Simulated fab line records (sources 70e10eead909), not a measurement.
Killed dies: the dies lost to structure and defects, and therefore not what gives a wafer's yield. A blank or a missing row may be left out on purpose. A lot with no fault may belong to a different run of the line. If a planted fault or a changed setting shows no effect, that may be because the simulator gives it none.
fab line records | flow nand-harc
[record] lots = 12 wafers = 36 last-day = 24
route steps=1159 shown P_M2@344 P_BONDPAD@365 END@1159
lots untouched by any fault: they come from a run of this same line in which no faults occurred
start-h: hours from the record's first day to the start of the lot's first wafer shown | wait-h: how many hours have passed since the lot's step before this one | " identical to the entry in the row above | L1.1+2: several wafers, shown together as one row | - no value present, or no start provided | * or withheld: withheld | < > ~ a bound
route shown NAME@n: NAME is a module with steps in the file, n the number in the route of the first one | usual: mean and standard deviation over wafers with no fault | same: alike in all rows | chamber/n: place in a boat | sites: readings site by site | _std_site: the values' standard deviation | _edge_site: the outer-site mean with the inner-site mean subtracted | radius-mm: for every site, how far away it sits from the centre of the wafer | mask NAME#n: copy n | behind: the tool/chamber that last shaped the wafer | hold: why the lot was held/for how many hours/how that ended | device: the transistor (n, p or np) that didn't switch | end of line: the tests these same wafers got at the end of their route | a step given without rows: its recipe and nothing more | killed: dies lost to structure and defects at the first sort, not the wafer's yield | map: per-die view of a wafer (x killed, . not killed, _ where there is no die)
set.NAME: the setting as run; set.NAME@STEP: as run at that earlier step | model.NAME: the simulator's own value behind a step, which no gauge read
route steps across a sampled set of lots; one table per step, one row per wafer
services: when a tool's chamber went out of use (start-h, in hours from the record's first day, below 0 if earlier), for how many hours, and the reason
[[steps]]
[step NHARC_P_M2_CMP_23]
[recipe] t-overpolish-s = 20 target-thk-nm = 144.3
[usual] motor-current-A = 12.4/1.5 time-to-endpoint-s = 30/3.2
// columns lot.wafer tool chamber start-h wait-h motor-current-A time-to-endpoint-s
L105.4 cmp-03 2 126.66 - 15.7 27
L105.2 " 0 " " 13.1 29
L105.3 " 1 " " 12.1 27
L107.3 cmp-03 3 145.89 - 10.7 26
L107.1 " 0 " " 13.5 29
L107.6 " 2 " " 14.4 26
L110.1 cmp-02 1 152.59 - 11.1 27
L110.4 " 3 " " 12.0 33
L110.5 " 1 " " 11.9 27
L111.2 cmp-03 0 153.42 - 12.6 31
L111.6 " 2 " " 13.7 30
L111.5 " 3 " " 10.4 31
L112.2 cmp-02 3 174.57 - 11.9 32
L112.6 " 0 " " 9.1 37
L112.5 " 1 " " 11.3 26
L113.1 cmp-02 0 178.08 - 9.3 36
L113.2 " 3 " " 11.7 30
L113.6 " 1 " " 11.8 28
L114.4 cmp-04 3 179.03 - 14.5 32
L114.3 " 1 " " 12.7 27
L114.5 " 3 " " 13.2 31
L115.1 cmp-03 1 185.66 - 13.1 27
L115.6 " 1 " " 12.4 29
L115.5 " 2 " " 14.2 25
L118.4 cmp-03 3 218.21 - 10.7 27
L118.2 " 1 " " 13.1 25
L118.3 " 2 " " 14.9 24
L117.3 cmp-04 2 219.02 - 11.6 30
L117.4 " 1 " " 11.7 27
L117.6 " 3 " " 14.1 30
L120.3 cmp-04 2 225.27 - 12.0 30
L120.4 " 3 " " 14.4 29
L120.5 " 1 " " 12.2 23
L121.1 cmp-04 2 229.94 - 12.1 33
L121.4 " 3 " " 13.9 31
L121.3 " 0 " " 12.1 36
[step NHARC_P_BONDPAD_OVL_MEAS_38]
[usual] overlay-x-nm = 1/6 overlay-y-nm = -1/5.2
// columns lot.wafer tool chamber start-h wait-h overlay-x-nm overlay-y-nm
L105.2 overlay-02 - 129.01 - 9 1
L105.3 " - " " 9 0
L105.4 " - " " 9 1
L107.1 overlay-02 - 148.24 - 6 -2
L107.3 " - " " 6 -2
L107.6 " - " " 6 -3
L110.1 overlay-01 - 154.91 - 2 -4
L110.4 " - " " 2 -3
L110.5 " - " " 2 -3
L111.2 overlay-01 - 155.68 - 9 -2
L111.5 " - " " 9 -2
L111.6 " - " " 9 -3
L112.2 overlay-02 - 176.98 - 3 -7
L112.5 " - " " 3 -6
L112.6 " - " " 3 -6
L113.1 overlay-01 - 180.30 - 3 -1
L113.2 " - " " 4 -1
L113.6 " - " " 4 -1
L114.3 overlay-01 - 181.54 - -1 -8
L114.4 " - " " -1 -7
L114.5 " - " " -1 -7
L115.1 overlay-02 - 188.01 - -6 3
L115.5 " - " " -6 3
L115.6 " - " " -7 2
L118.2 overlay-01 - 220.41 - 7 12
L118.3 " - " " 7 12
L118.4 " - " " 7 12
L117.3 overlay-02 - 221.46 - 1 3
L117.4 " - " " 1 3
L117.6 " - " " 0 3
L120.3 overlay-01 - 227.63 - -4 -7
L120.4 " - " " -5 -6
L120.5 " - " " -4 -7
L121.1 overlay-02 - 232.48 - -1 4
L121.3 " - " " -1 5
L121.4 " - " " -1 4
[step NHARC_P_BONDPAD_STRIP_15]
[recipe] o2-flow-sccm = 500 ar-flow-sccm = 0 bias-w = 0 chemistry = O2
[usual] drypump-motor-current-A = 5.6/0.58 oes-product-au = 1.002/0.012 rf-vpp-V = 57.5/0.84 showerhead-plenum-p-Torr = 3.41/0.076 throttle-valve-pct = 17.036/0.0088
// columns lot.wafer tool chamber start-h wait-h drypump-motor-current-A oes-product-au rf-hours-counter-h rf-vpp-V showerhead-plenum-p-Torr throttle-valve-pct
L105.4 rie-diel-09 2 129.83 0.1 5.0 1.004 4 57.4 3.37 17.033
L105.3 " 3 " " 6.5 0.991 4 56.8 3.35 17.043
L105.2 " 1 " " 5.1 0.990 4 57.6 3.46 17.046
L107.3 rie-diel-09 0 148.88 0.1 5.7 0.995 6 57.9 3.42 17.047
L107.1 " 1 " " 5.1 0.991 6 56.9 3.46 17.033
L107.6 " 2 " " 5.1 1.004 - 58.3 3.37 17.037
L110.1 rie-diel-09 3 155.42 0.1 6.4 0.991 7 58.8 3.35 17.040
L110.4 " 0 " " 5.7 0.995 7 59.5 3.42 17.027
L110.5 " 0 " " 5.7 0.996 - 57.7 3.42 17.018
L111.2 rie-diel-09 1 156.21 0.1 5.1 1.002 7 57.3 3.46 17.037
L111.6 " 0 " " 5.7 0.999 - 57.2 3.42 17.032
L111.5 " 1 " " 5.0 1.008 - 57.2 3.45 17.029
L112.2 rie-diel-01 3 177.52 0.1 4.9 0.994 11 58.4 3.43 17.033
L112.6 " 3 " " 4.9 1.008 - 58.1 3.43 17.031
L112.5 " 0 " " 6.6 1.006 - 57.2 3.34 17.043
L113.2 rie-diel-09 0 180.83 0.1 5.7 0.995 9 58.4 3.42 17.038
L113.1 " 1 " " 5.1 1.000 8 56.6 3.45 17.022
L113.6 " 3 " " 6.5 0.993 - 56.5 3.35 17.016
L114.4 rie-diel-09 0 182.05 0.1 5.7 0.990 9 57.3 3.42 17.038
L114.3 " 1 " " 5.1 1.004 8 58.1 3.45 17.037
L114.5 " 1 " " 5.1 0.998 - 56.6 3.45 17.036
L115.1 rie-diel-01 0 188.56 0.1 6.6 0.992 14 56.8 3.34 17.045
L115.6 " 2 " " 5.7 1.004 - 55.5 3.42 17.038
L115.5 " 3 " " 4.9 1.011 - 58.0 3.43 17.022
L118.4 rie-diel-11 0 220.92 0.1 6.0 0.988 9 56.8 3.62 17.045
L118.2 " 1 " " 5.1 1.013 10 57.0 3.36 17.030
L118.3 " 3 " " 5.5 1.019 8 57.7 3.38 17.049
L117.4 rie-diel-11 1 222.02 0.1 5.1 1.005 10 57.5 3.35 17.040
L117.3 " 2 " " 5.1 1.001 9 57.1 3.41 17.031
L117.6 " 1 " " 5.1 1.014 - 58.6 3.36 17.025
L120.3 rie-diel-11 0 228.21 0.1 6.0 0.990 11 58.4 3.62 17.029
L120.5 " 3 " " 5.6 1.022 - 58.2 3.38 17.042
L120.4 " 0 " " 6.0 0.983 - 56.6 3.62 17.036
L121.1 rie-diel-11 1 233.13 0.1 5.1 1.008 16 57.7 3.35 17.031
L121.3 " 3 " " 5.5 1.029 13 57.1 3.38 17.033
L121.4 " 1 " " 5.1 1.018 - 58.0 3.35 17.046
[step NHARC_P_BONDPAD_ETCH_24]
[recipe] target-depth-a = 300 over-etch-frac = 0.3 time-s = 72.99 ion-energy-ev = 150 cf4-flow-sccm = 50 n2-flow-sccm = 100 ar-flow-sccm = 150 rf-w = 300 bias-w = 100 chemistry = CF4/N2
[usual] drypump-motor-current-A = 5.6/0.57 oes-product-au = 1.002/0.012 rf-vpp-V = 312.9/1.3 showerhead-plenum-p-Torr = 2.54/0.058 throttle-valve-pct = 19.793/0.0091
// columns lot.wafer tool chamber start-h wait-h drypump-motor-current-A oes-product-au rf-hours-counter-h rf-vpp-V showerhead-plenum-p-Torr throttle-valve-pct
L105.2 rie-diel-09 3 129.98 - 6.5 0.993 4 312.6 2.49 19.772
L105.3 " 0 " " 5.7 1.001 4 312.9 2.55 19.780
L105.4 " 1 " " 5.1 1.006 4 312.9 2.57 19.798
L107.1 rie-diel-09 1 149.00 - 5.0 1.004 6 313.3 2.57 19.800
L107.3 " 2 " " 5.1 1.003 6 311.5 2.50 19.787
L107.6 " 1 " " 5.1 1.001 - 315.3 2.57 19.791
L110.4 rie-diel-09 3 155.58 - 6.5 0.995 7 312.6 2.49 19.785
L110.1 " 0 " " 5.7 0.998 7 314.2 2.54 19.779
L110.5 " 2 " " 5.1 1.009 - 311.9 2.50 19.786
L111.2 rie-diel-09 2 156.36 - 5.1 1.006 7 311.9 2.50 19.797
L111.6 " 0 " " 5.7 0.994 - 314.1 2.54 19.797
L111.5 " 1 " " 5.1 1.004 - 314.1 2.57 19.791
L112.2 rie-diel-01 2 177.68 - 5.7 1.009 12 313.2 2.54 19.783
L112.5 " 2 " " 5.7 1.017 - 313.0 2.54 19.808
L112.6 " 3 " " 4.9 1.006 - 313.9 2.55 19.800
L113.2 rie-diel-09 1 180.96 - 5.1 0.997 8 313.1 2.57 19.796
L113.1 " 0 " " 5.7 0.989 9 313.6 2.54 19.777
L113.6 " 2 " " 5.0 1.010 - 310.7 2.50 19.795
L114.4 rie-diel-09 0 182.21 - 5.7 1.004 9 313.1 2.54 19.799
L114.3 " 2 " " 5.0 1.009 9 312.3 2.50 19.801
L114.5 " 3 " " 6.5 0.999 - 309.7 2.49 19.799
L115.1 rie-diel-01 1 188.69 - 5.2 1.008 15 316.9 2.69 19.786
L115.6 " 3 " " 4.9 1.014 - 312.9 2.55 19.780
L115.5 " 0 " " 6.6 1.000 - 312.8 2.48 19.791
L118.3 rie-diel-11 0 221.07 - 6.0 0.992 9 315.8 2.69 19.792
L118.2 " 2 " " 5.1 0.996 9 311.3 2.53 19.788
L118.4 " 3 " " 5.5 1.024 8 313.5 2.52 19.790
L117.4 rie-diel-11 3 222.16 - 5.5 1.023 8 312.8 2.52 19.798
L117.3 " 0 " " 6.0 0.978 9 314.7 2.69 19.800
L117.6 " 0 " " 6.0 0.974 - 315.5 2.69 19.789
L120.3 rie-diel-11 3 228.37 0.1 5.5 1.024 10 311.9 2.52 19.807
L120.4 " 0 " " 6.0 0.828 - 315.0 2.69 19.796
L120.5 " 3 " " 5.5 1.018 - 312.8 2.52 19.805
L121.3 rie-diel-11 1 233.35 0.2 5.1 1.005 16 311.4 2.49 19.814
L121.1 " 0 " " 6.0 0.818 15 316.4 2.69 19.797
L121.4 " 3 " " 5.5 1.007 - 312.5 2.51 19.786
[step NHARC_END_SORT_01]
[recipe] temp-c = 25
[usual] defect-limited-yield = 95.4/1.8 killed-at-array = 28/11 killed-at-other = 0.7/0.88 killed-at-periphery = 3.1/2.2 killed-dies = 31/12 killed-open = 3.3/2 killed-short = 2.0/1.6 sort_bin_2_pct = 1.5/0.73 sort_bin_3_pct = 0.27/0.22 sort_bin_4_pct = 2.9/1.1 sort-n-pass = 646/12 sort-rim-yield-pct = 93/3.9 sort-yield-pct = 95.4/1.8
[same] gross-dies = 677 sort_bin_5_pct[%] = 0 sort_bin_6_pct[%] = 0 sort_bin_7_pct[%] = 0 sort_bin_8_pct[%] = 0 sort-rim-n-gross = 106.00
// columns lot.wafer tool chamber start-h wait-h defect-limited-yield[%] killed-at-array killed-at-other killed-at-periphery killed-dies killed-open killed-short sort_bin_2_pct[%] sort_bin_3_pct[%] sort_bin_4_pct[%] sort-n-pass sort-rim-yield-pct[%] sort-yield-pct[%]
L120.3 prober-02 0 545.68 3.1 97.8 13 0 2 15 2 2 0.7 0.15 1.3 662 97 97.8
L120.4 prober-02 0 546.47 3.4 96.9 18 0 3 21 2 3 0.6 0.30 2.2 656 97 96.9
L120.5 prober-02 0 547.26 3.7 97.9 11 0 3 14 1 1 0.6 0.30 1.2 663 99 97.9
// killed by level:class
L120.3 A_CHANNEL_HOLE_D1:chamber-film-flake=4 A_CONTACT:geometric-particle:short=2 P_ZERO_WELL:chamber-film-flake=2 A_STAIRCASE:chamber-film-flake=2 A_CONTACT:chamber-film-flake=2 A_ONON_D1:geometric-particle:open=1 A_M0:geometric-particle:open=1 A_ZERO_WELL:chamber-film-flake=1
L120.4 A_CHANNEL_HOLE_D1:chamber-film-flake=6 A_ZERO_WELL:chamber-film-flake=4 A_STAIRCASE:chamber-film-flake=4 P_M0:geometric-particle:short=1 A_ONON_D1:geometric-particle:short=1 A_WL_FILL:geometric-particle:short=1 A_CONTACT:geometric-particle:open=1 A_BLC:geometric-particle:open=1
L120.5 A_CONTACT:chamber-film-flake=5 A_CHANNEL_HOLE_D1:chamber-film-flake=2 P_M0:geometric-particle:open=1 A_M0:geometric-particle:short=1 P_ZERO_WELL:chamber-film-flake=1 P_M0:chamber-film-flake=1 A_ZERO_WELL:chamber-film-flake=1 A_CHANNEL_FILL_D1:chamber-film-flake=1
[[services]]
// columns tool chamber start-h hours kind
cmp-04 - 105.00 4.0 pm
rie-diel-09 0 110.60 - clean
rie-diel-09 1 110.60 - clean
rie-diel-09 2 110.60 - clean
rie-diel-09 3 110.60 - clean
rie-diel-01 2 115.69 2.7 repair
cmp-04 - 128.46 0.8 repair
cmp-02 - 128.50 4.0 pm
rie-diel-09 0 135.10 - clean
rie-diel-09 1 135.10 - clean
rie-diel-09 2 135.10 - clean
rie-diel-09 3 135.10 - clean
rie-diel-01 - 137.82 9.0 pm
cmp-03 - 156.00 4.0 pm
rie-diel-09 0 159.60 - clean
rie-diel-09 1 159.60 - clean
cmp-04 - 164.54 1.4 repair
rie-diel-11 0 180.93 2.1 repair
rie-diel-11 - 191.37 9.0 pm
cmp-04 - 203.00 4.0 pm
rie-diel-09 0 204.65 5.0 repair
cmp-02 - 226.50 4.0 pm
rie-diel-11 2 228.09 10.0 repair
rie-diel-01 - 228.51 2.2 repair
[[key]]
[first-sign] step = NHARC_P_BONDPAD_ETCH_24 reading = oes-product-au direction = down sigmas = 15 usual = 1.002 struck = 0.823
effect none on later readings
met-at NHARC_P_BONDPAD_ETCH_24
struck-lots L120,L121
struck-wafers L120.4,L121.1
not-acting-at NHARC_P_M2_CMP_23,NHARC_P_BONDPAD_OVL_MEAS_38,NHARC_P_BONDPAD_STRIP_15
onset-between 222.16 228.37
[fault] kind = process-parameter-drift tool = rie-diel-11 chamber = 0 onset-h = 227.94 steps = NHARC_P_BONDPAD_ETCH_24 channel = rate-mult offset = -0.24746 shape = step end-h = 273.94
